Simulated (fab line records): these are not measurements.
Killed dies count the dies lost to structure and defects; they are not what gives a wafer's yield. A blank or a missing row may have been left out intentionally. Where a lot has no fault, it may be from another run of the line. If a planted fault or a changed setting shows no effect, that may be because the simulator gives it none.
Matching of chambers / flow n5Finfet / N5_SDB_CMP_30 on cmp-02 has 4 sister chambers
The step polishes, stops on poly-Si, t overpolish 1.54 s, target thk 30 nm. 8 wafers are shown with their chamber, then 9 later ones without.

WAFERS WITH THEIR CHAMBER
wafer=L076.2; chamber=2; motorCurrentA (A)=10.0; overpolishRunS (s)=1.548
wafer=L078.5; chamber=1; motorCurrentA (A)=11.4; overpolishRunS (s)=1.539
wafer=L080.4; chamber=2; motorCurrentA (A)=10.6; overpolishRunS (s)=1.535
wafer=L082.1; chamber=1; motorCurrentA (A)=12.7; overpolishRunS (s)=1.547
wafer=L082.3; chamber=3; motorCurrentA (A)=14.2; overpolishRunS (s)=1.548
wafer=L083.1; chamber=3; motorCurrentA (A)=13.6; overpolishRunS (s)=1.538
wafer=L083.3; chamber=0; motorCurrentA (A)=12.3; overpolishRunS (s)=1.533
wafer=L083.6; chamber=0; motorCurrentA (A)=12.5; overpolishRunS (s)=1.529

WAFERS WHOSE CHAMBER IS MISSING
wafer=L084.1; motorCurrentA (A)=12.5; overpolishRunS (s)=1.537
wafer=L084.3; motorCurrentA (A)=13.7; overpolishRunS (s)=1.532
wafer=L084.4; motorCurrentA (A)=10.7; overpolishRunS (s)=1.536
wafer=L093.1; motorCurrentA (A)=10.7; overpolishRunS (s)=1.524
wafer=L093.3; motorCurrentA (A)=13.2; overpolishRunS (s)=1.527
wafer=L093.6; motorCurrentA (A)=12.6; overpolishRunS (s)=1.518
wafer=L097.2; motorCurrentA (A)=12.8; overpolishRunS (s)=1.526
wafer=L097.5; motorCurrentA (A)=13.4; overpolishRunS (s)=1.535
wafer=L097.6; motorCurrentA (A)=13.0; overpolishRunS (s)=1.550

WHICH CHAMBER EACH WENT THROUGH
wafer=L084.1; from the rows above=can't be placed: 0 or 1 or 3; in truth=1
wafer=L084.3; from the rows above=can't be placed: 3 or 0 or 1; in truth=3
wafer=L084.4; from the rows above=can't be placed: 2 or 1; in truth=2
wafer=L093.1; from the rows above=can't be placed: 2 or 0 or 1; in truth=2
wafer=L093.3; from the rows above=can't be placed: 0 or 3 or 1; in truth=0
wafer=L093.6; from the rows above=can't be placed: 0 or 1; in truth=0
wafer=L097.2; from the rows above=can't be placed: 0 or 1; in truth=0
wafer=L097.5; from the rows above=can't be placed: 3 or 0 or 1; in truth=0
wafer=L097.6; from the rows above=can't be placed: 3 or 1 or 0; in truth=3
0 of 9 placed correctly. Can't be placed from these rows: 9 (the true chamber is among the candidates in 9). Placed wrongly: 0.
How it was worked out, from the rows above alone: a wafer's distance from a chamber is the root of the sum, over the readings, of the square of ((its reading less the chamber's mean) divided by the reading's scatter). If the next closest chamber is less than 2 further off than the closest, the wafer can't be placed; otherwise it belongs to the closest. Each chamber's mean is taken over the wafers shown for it. How the scatter is found: for the shown wafers, subtract from each reading the mean of its chamber, square and add these, divide the total by (wafers less chambers), then take the root.
